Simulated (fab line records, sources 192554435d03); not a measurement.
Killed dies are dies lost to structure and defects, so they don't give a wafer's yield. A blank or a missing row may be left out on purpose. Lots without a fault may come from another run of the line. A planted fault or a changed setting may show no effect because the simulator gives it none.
fab line records | flow n5_finfet
record lots=7 wafers=39
route steps=1938 shown BEOL_M15@1809 MIM_BOT_ETCH@1866
start_h: hours from the record's first day to the start of the lot's first wafer shown | wait_h: hours since the lot's step before | " the same as in the row above | L1.1+2: a row that stands for several wafers | - no value, or no start given | * or withheld: withheld | < > ~ a bound
route shown NAME@n: a module of which the file shows steps, and the number in the route of the first | usual: mean/standard deviation of fault-free wafers | same: alike in all rows | chamber/n: place in a boat | sites: the reading at each site | _std_site: their standard deviation | _edge_site: outer sites' mean less inner sites' | radius_mm: how far each site lies from the wafer's centre | mask NAME#n: copy n | behind: the tool/chamber that last shaped the wafer | hold: why the lot was held/for how many hours/how that ended | device: the transistor (n, p or np) that didn't switch | end of line: the same wafers' tests at the end of the route | a step without rows: its recipe alone | killed: dies lost to structure and defects at the first sort, not the wafer's yield | map: a wafer's dies, x killed, . not, _ none there
set.NAME: the setting as run; set.NAME@STEP: as run at that earlier step | model.NAME: the simulator's own value behind a step, which no gauge read
lots whose settings were changed on purpose; a table a step, a row a wafer
## steps
# step N5_BEOL_M15_TRENCH_ETCH_34
# recipe chemistry=C4F8/O2/Ar target=SiO2 target_depth_a=8729.3 he_inner_torr=15 he_outer_torr=30 time_s=199 ion_energy_ev=800 pressure_mtorr=20 source_w=1905 bias_w=2040 Ar_flow_sccm=400 C4F8_flow_sccm=16 O2_flow_sccm=12
# columns lot.wafer tool chamber start_h wait_h set.time_s model.etch.depth_nm model.coat_of_BEOL_M15_COAT_22.thk_nm
L074.1 rie_diel-05 1 253.31 0.0 238.9 1050 510.6
L074.2 " 0 " " 238.9 1014 520.8
L074.3 " 2 " " 238.9 1037 509.2
L074.4 " 3 " " 199 861.3 552.4
L074.5 " 2 " " 199 863.8 544.2
L074.6 " 1 " " 199 876.6 543.4
L076.1 rie_diel-05 3 256.10 0.0 199 860 549.2
L076.2 " 2 " " 257.3 1120 488.6
L076.3 " 0 " " 199 860.6 551.8
L076.4 " 1 " " 257.3 1146 491.8
L076.5 " 2 " " 199 863.5 541.2
L076.6 " 1 " " 257.3 1131 492.6
L075.2 rie_diel-04 1 267.27 0.0 199 857.9 546.8
L075.4 " 2 " " 199 847.3 552.4
L075.6 " 1 " " 199 865.8 547.8
L082.1 rie_diel-04 0 309.16 0.0 110.6 483.2 623.4
L082.2 " 1 " " 199 869 544.6
L082.3 " 2 " " 110.6 469.7 625.4
L082.4 " 3 " " 199 900.5 535.4
L082.5 " 1 " " 110.6 479.9 623
L082.6 " 2 " " 199 850.7 550.6
L087.1 rie_diel-06 1 329.99 0.0 199 870.6 549.6
L087.2 " 3 " " 236.6 1019 519.6
L087.3 " 0 " " 236.6 1011 512
L087.4 " 2 " " 199 844.8 553.6
L087.5 " 1 " " 236.6 1032 519.4
L087.6 " 0 " " 199 856 543
L093.1 rie_diel-06 1 375.28 0.0 199 860 553.4
L093.2 " 0 " " 249.6 1071 496.6
L093.3 " 2 " " 249.6 1062 503.6
L093.4 " 3 " " 199 851.1 549.4
L093.5 " 1 " " 249.6 1085 508.2
L093.6 " 0 " " 199 849.9 542.2
L091.1 rie_diel-06 0 384.81 0.0 302 1318 450.8
L091.2 " 3 " " 302 1311 464.6
L091.3 " 1 " " 199 874.3 550.2
L091.4 " 2 " " 199 868.3 547.4
L091.5 " 1 " " 302 1320 466.4
L091.6 " 2 " " 199 854.5 552.6
# step N5_BEOL_M15_STRIP_36
# recipe chemistry=O2 power_w=600 temp_c=60 pressure_mtorr=30 rf_frequency_hz=6e+07 bias_power_w=0 overash_fraction=0.3 o2_flow_sccm=225
# step N5_BEOL_M15_ECD_47
# recipe material=Cu target_thk_a=18600
# step N5_BEOL_M15_ANNEAL_48
# recipe temp_c=225 time_s=90 ambient=N2
# step N5_BEOL_M15_CMP_49
# recipe stop_on=SiO2 t_overpolish_s=4.9 down_force_psi=2 platen_rpm=80 clearing_platen_down_force_psi=2 clearing_platen_rpm=80 post_cmp_clean=cu_alkaline target_thk_nm=850 clearing_platen_pad_velocity_m_s=1.5917 pad_velocity_m_s=1.5917
# columns lot.wafer tool chamber start_h wait_h set.time_s@BEOL_M15_TRENCH_ETCH_34 model.Cu_of_BEOL_M15_ECD_47.thk_nm
L074.3 cmp-02 3 258.95 0.2 238.9 1016
L074.1 " 0 " " 238.9 1025
L074.4 " 1 " " 199 837.6
L074.2 " 2 " " 238.9 989.2
L074.5 " 3 " " 199 841.6
L074.6 " 0 " " 199 851
L076.1 cmp-03 1 260.02 0.5 199 835.2
L076.4 " 2 " " 257.3 1122
L076.3 " 3 " " 199 836.6
L076.2 " 0 " " 257.3 1098
L076.5 " 1 " " 199 837.8
L076.6 " 2 " " 257.3 1107
L075.2 cmp-03 2 270.93 0.2 199 833.4
L075.4 " 3 " " 199 822
L075.6 " 3 " " 199 841.2
L082.4 cmp-01 1 311.94 0.1 199 877
L082.1 " 2 " " 110.6 461.2
L082.2 " 3 " " 199 849.4
L082.3 " 0 " " 110.6 447.4
L082.5 " 1 " " 110.6 455.6
L082.6 " 2 " " 199 829
L087.4 cmp-02 2 333.04 0.1 199 821.8
L087.3 " 3 " " 236.6 989.8
L087.1 " 0 " " 199 846
L087.2 " 1 " " 236.6 994.2
L087.6 " 2 " " 199 833.2
L087.5 " 3 " " 236.6 1010
L093.2 cmp-01 1 376.75 0.2 249.6 1046
L093.3 " 2 " " 249.6 1040
L093.4 " 3 " " 199 831
L093.1 " 0 " " 199 836.2
L093.5 " 1 " " 249.6 1061
L093.6 " 2 " " 199 827.8
L091.1 cmp-02 0 390.27 0.3 302 1294
L091.3 " 1 " " 199 850.6
L091.2 " 2 " " 302 1288
L091.4 " 3 " " 199 847.2
L091.6 " 0 " " 199 829.6
L091.5 " 1 " " 302 1295
# step N5_BEOL_M15_THK_MEAS_50
# recipe thk_meas_gauge=xrf reads=Cu_of_BEOL_M15_ECD_47
# usual M15_THK=826/16
# columns lot.wafer tool chamber start_h wait_h set.time_s@BEOL_M15_TRENCH_ETCH_34 M15_THK[nm]
L074.1 film_metro-02 - 259.25 - 238.9 1003
L074.2 " - " " 238.9 -
L074.3 " - " " 238.9 998
L074.4 " - " " 199 -
L074.5 " - " " 199 823
L074.6 " - " " 199 -
L076.1 film_metro-02 - 260.32 - 199 818
L076.2 " - " " 257.3 -
L076.3 " - " " 199 822
L076.4 " - " " 257.3 -
L076.5 " - " " 199 -
L076.6 " - " " 257.3 1091
L075.2 film_metro-02 - 271.22 - 199 823
L075.4 " - " " 199 809
L075.6 " - " " 199 829
L082.1 film_metro-02 - 312.24 - 110.6 455
L082.2 " - " " 199 832
L082.3 " - " " 110.6 440
L082.4 " - " " 199 -
L082.5 " - " " 110.6 -
L082.6 " - " " 199 -
L087.1 film_metro-01 - 333.34 - 199 831
L087.2 " - " " 236.6 979
L087.3 " - " " 236.6 977
L087.4 " - " " 199 814
L087.5 " - " " 236.6 995
L087.6 " - " " 199 823
L093.1 film_metro-02 - 377.04 - 199 828
L093.2 " - " " 249.6 1036
L093.3 " - " " 249.6 1030
L093.4 " - " " 199 821
L093.5 " - " " 249.6 1051
L093.6 " - " " 199 817
L091.1 film_metro-01 - 390.57 - 302 1253
L091.2 " - " " 302 1245
L091.3 " - " " 199 830
L091.4 " - " " 199 821
L091.5 " - " " 302 1252
L091.6 " - " " 199 803
# step N5_BEOL_M15_PRE_CLEAN_52
# recipe gas=NH3 time_s=15 temp_c=withheld rf_power_w=300
# step N5_BEOL_M15_DEP_53
# recipe material=SiCN target_thk_a=500 temp_c=withheld precursor=3MS/NH3 pressure_torr=3 rf_w=675 time_s=17.8
# step N5_BEOL_M15_RS_MEAS_54
# recipe thk_meas_gauge=four-point-probe reads=Cu_of_BEOL_M15_ECD_47+Ta_of_BEOL_M15_SPUTTER_44+TaN_of_BEOL_M15_SPUTTER_43
# usual M15_RS=0.0217/0.00039
# columns lot.wafer tool chamber start_h wait_h set.time_s@BEOL_M15_TRENCH_ETCH_34 M15_RS[ohm/sq]
L074.1 film_metro-02 - 259.38 0.0 238.9 0.0178
L074.2 " - " " 238.9 -
L074.3 " - " " 238.9 0.0180
L074.4 " - " " 199 -
L074.5 " - " " 199 0.0218
L074.6 " - " " 199 -
L076.1 film_metro-02 - 260.44 0.0 199 0.0219
L076.2 " - " " 257.3 -
L076.3 " - " " 199 0.0219
L076.4 " - " " 257.3 -
L076.5 " - " " 199 -
L076.6 " - " " 257.3 0.0165
L075.2 film_metro-01 - 271.35 0.1 199 0.0220
L075.4 " - " " 199 0.0223
L075.6 " - " " 199 0.0218
L082.1 film_metro-01 - 312.37 0.0 110.6 0.0403
L082.2 " - " " 199 0.0216
L082.3 " - " " 110.6 0.0417
L082.4 " - " " 199 -
L082.5 " - " " 110.6 -
L082.6 " - " " 199 -
L087.1 film_metro-01 - 333.65 0.2 199 0.0216
L087.2 " - " " 236.6 0.0184
L087.3 " - " " 236.6 0.0185
L087.4 " - " " 199 0.0223
L087.5 " - " " 236.6 0.0181
L087.6 " - " " 199 0.0220
L093.1 film_metro-01 - 377.17 0.0 199 0.0219
L093.2 " - " " 249.6 0.0175
L093.3 " - " " 249.6 0.0176
L093.4 " - " " 199 0.0220
L093.5 " - " " 249.6 0.0172
L093.6 " - " " 199 0.0221
L091.1 film_metro-01 - 390.70 0.0 302 0.0141
L091.2 " - " " 302 0.0142
L091.3 " - " " 199 0.0215
L091.4 " - " " 199 0.0216
L091.5 " - " " 302 0.0140
L091.6 " - " " 199 0.0220
# step N5_MIM_BOT_ETCH_ETCH_04
# recipe chemistry=CF4/O2 target=SiNx target_depth_a=260 time_s=13 ion_energy_ev=100 pressure_mtorr=40 source_w=535 bias_w=49 Ar_flow_sccm=100 cf4_flow_sccm=100 O2_flow_sccm=10
# columns lot.wafer tool chamber start_h wait_h set.time_s model.etch.depth_nm model.MIM_BOT_ETCH.cd_offset_nm
L074.1 rie_diel-01 1 263.35 0.0 13 24.72 0.2
L074.2 " 3 " " 13 26.55 -0.2
L074.3 " 2 " " 6.555 13.36 0.6
L074.4 " 0 " " 6.555 12.19 0.6
L074.5 " 3 " " 13 26.85 0
L074.6 " 0 " " 6.555 12.2 0.6
L076.1 rie_diel-01 1 266.44 0.0 13 24.79 0.2
L076.2 " 3 " " 13 26.82 -0.2
L076.3 " 2 " " 6.276 12.92 0.6
L076.4 " 3 " " 13 26.95 -0.2
L076.5 " 1 " " 6.276 11.99 0.6
L076.6 " 2 " " 6.276 12.91 0.6
L075.2 rie_diel-01 3 277.10 0.0 13 26.72 -0.2
L075.4 " 2 " " 13 26.61 0
L075.6 " 0 " " 13 23.82 0
L082.1 rie_diel-03 2 318.76 0.0 13 24.55 -0.2
L082.2 " 0 " " 13 24.92 0
L082.3 " 1 " " 13 26.84 -0.2
L082.4 " 1 " " 13 26.86 -0.2
L082.5 " 2 " " 13 24.56 0
L082.6 " 0 " " 13 25.09 0
L087.1 rie_diel-02 0 339.82 0.0 13 25.89 0.2
L087.2 " 1 " " 13 25.84 0.2
L087.3 " 3 " " 13 26.58 0
L087.4 " 2 " " 13 27.25 0
L087.5 " 0 " " 13 25.65 0
L087.6 " 1 " " 13 25.73 0.2
L093.1 rie_diel-01 1 383.18 0.0 13 24.82 0
L093.2 " 3 " " 13 27.31 0
L093.3 " 2 " " 13 26.08 0
L093.4 " 3 " " 13 27.3 0
L093.5 " 1 " " 13 24.76 0
L093.6 " 2 " " 13 26.22 0
L091.1+6 rie_diel-02 2 396.11 0.0 13 27.57 0
L091.2 " 3 " " 13 26.38 0
L091.3 " 0 " " 13 26.25 0
L091.4 " 1 " " 13 25.51 0
L091.5 " 1 " " 13 25.6 0
# step N5_MIM_BOT_ETCH_ETCH_03
# recipe chemistry=Cl2/BCl3 target_depth_a=120 pressure_mtorr=8 icp_w=800 bias_w=100 Cl2_flow_sccm=20 bcl3_flow_sccm=80
# usual oes_product_au=0.83/0.079
# columns lot.wafer tool chamber start_h wait_h set.time_s@MIM_BOT_ETCH_ETCH_04 oes_product_au
L074.1 rie_metal-03 0 263.44 0.1 13 0.64
L074.2 " 1 " " 13 0.96
L074.3 " 1 " " 6.555 0.44
L074.4 " 0 " " 6.555 0.26
L074.5 " 1 " " 13 0.97
L074.6 " 0 " " 6.555 0.26
L076.1 rie_metal-02 1 266.53 0.1 13 0.86
L076.2 " 1 " " 13 0.87
L076.3 " 1 " " 6.276 0.37
L076.4 " 1 " " 13 0.87
L076.5 " 1 " " 6.276 0.33
L076.6 " 1 " " 6.276 0.36
L075.2 rie_metal-02 1 277.22 0.1 13 0.87
L075.4 " 1 " " 13 0.86
L075.6 " 1 " " 13 0.87
L082.1 rie_metal-03 0 318.85 0.1 13 0.64
L082.2 " 1 " " 13 0.94
L082.3 " 0 " " 13 0.64
L082.4 " 1 " " 13 0.93
L082.5 " 1 " " 13 0.93
L082.6 " 0 " " 13 0.64
L087.1 rie_metal-02 0 339.91 0.1 13 0.83
L087.2 " 0 " " 13 0.83
L087.3 " 0 " " 13 0.83
L087.4 " 0 " " 13 0.83
L087.5 " 0 " " 13 0.84
L087.6 " 0 " " 13 0.83
L093.1 rie_metal-02 0 383.27 0.1 13 0.80
L093.2 " 1 " " 13 0.85
L093.3 " 1 " " 13 0.84
L093.4 " 0 " " 13 0.81
L093.5 " 1 " " 13 0.85
L093.6 " 0 " " 13 0.80
L091.1 rie_metal-02 0 396.20 0.1 13 0.82
L091.2 " 1 " " 13 0.83
L091.3 " 0 " " 13 0.82
L091.4 " 1 " " 13 0.85
L091.5 " 0 " " 13 0.81
L091.6 " 1 " " 13 0.84
# step N5_MIM_BOT_ETCH_ETCH_00
# recipe chemistry=Cl2/BCl3 target=TiN target_depth_a=455 ion_energy_ev=150 pressure_mtorr=10 icp_w=1000 bias_w=126 Cl2_flow_sccm=53.25 bcl3_flow_sccm=21.75 Ar_flow_sccm=25
# usual oes_product_au=0.83/0.077
# columns lot.wafer tool chamber start_h wait_h set.time_s@MIM_BOT_ETCH_ETCH_04 oes_product_au
L074.1 rie_metal-03 0 263.53 0.1 13 0.65
L074.2 " 1 " " 13 0.96
L074.3 " 1 " " 6.555 0.44
L074.4 " 0 " " 6.555 0.26
L074.5 " 1 " " 13 0.96
L074.6 " 0 " " 6.555 0.26
L076.1 rie_metal-02 1 266.71 0.1 13 0.86
L076.2 " 1 " " 13 0.86
L076.3 " 1 " " 6.276 0.37
L076.4 " 1 " " 13 0.87
L076.5 " 1 " " 6.276 0.33
L076.6 " 1 " " 6.276 0.37
L075.2 rie_metal-02 1 277.41 0.2 13 0.87
L075.4 " 1 " " 13 0.87
L075.6 " 1 " " 13 0.86
L082.1 rie_metal-03 0 318.94 0.1 13 0.65
L082.2 " 1 " " 13 0.93
L082.3 " 0 " " 13 0.64
L082.4 " 1 " " 13 0.94
L082.5 " 1 " " 13 0.94
L082.6 " 0 " " 13 0.65
L087.1 rie_metal-02 0 340.09 0.1 13 0.83
L087.2 " 0 " " 13 0.83
L087.3 " 0 " " 13 0.83
L087.4 " 0 " " 13 0.82
L087.5 " 0 " " 13 0.83
L087.6 " 0 " " 13 0.82
L093.1 rie_metal-02 0 383.36 0.1 13 0.82
L093.2 " 1 " " 13 0.84
L093.3 " 1 " " 13 0.84
L093.4 " 0 " " 13 0.80
L093.5 " 1 " " 13 0.85
L093.6 " 0 " " 13 0.81
L091.1 rie_metal-02 0 396.29 0.1 13 0.80
L091.2 " 1 " " 13 0.83
L091.3 " 0 " " 13 0.81
L091.4 " 1 " " 13 0.83
L091.5 " 0 " " 13 0.81
L091.6 " 1 " " 13 0.84
## key
split step=N5_BEOL_M15_TRENCH_ETCH_34 setting=time_s stated=199 by=wafer
response step=N5_BEOL_M15_TRENCH_ETCH_34 reading=model.etch.depth_nm change=+8.8 per=1% r=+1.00
response step=N5_BEOL_M15_TRENCH_ETCH_34 reading=model.coat_of_BEOL_M15_COAT_22.thk_nm change=-1.78 per=1% r=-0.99
response step=N5_BEOL_M15_CMP_49 reading=model.Cu_of_BEOL_M15_ECD_47.thk_nm change=+8.8 per=1% r=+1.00
response step=N5_BEOL_M15_THK_MEAS_50 reading=M15_THK change=+8.52 per=1% r=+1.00
response step=N5_BEOL_M15_RS_MEAS_54 reading=M15_RS change=-0.000209 per=1% r=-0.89
split step=N5_MIM_BOT_ETCH_ETCH_04 setting=time_s stated=13 by=wafer
response step=N5_MIM_BOT_ETCH_ETCH_04 reading=model.etch.depth_nm change=+0.267 per=1% r=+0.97
response step=N5_MIM_BOT_ETCH_ETCH_04 reading=model.MIM_BOT_ETCH.cd_offset_nm change=-0.0125 per=1% r=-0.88
response step=N5_MIM_BOT_ETCH_ETCH_03 reading=oes_product_au change=+0.0104 per=1% r=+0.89
response step=N5_MIM_BOT_ETCH_ETCH_00 reading=oes_product_au change=+0.0103 per=1% r=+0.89
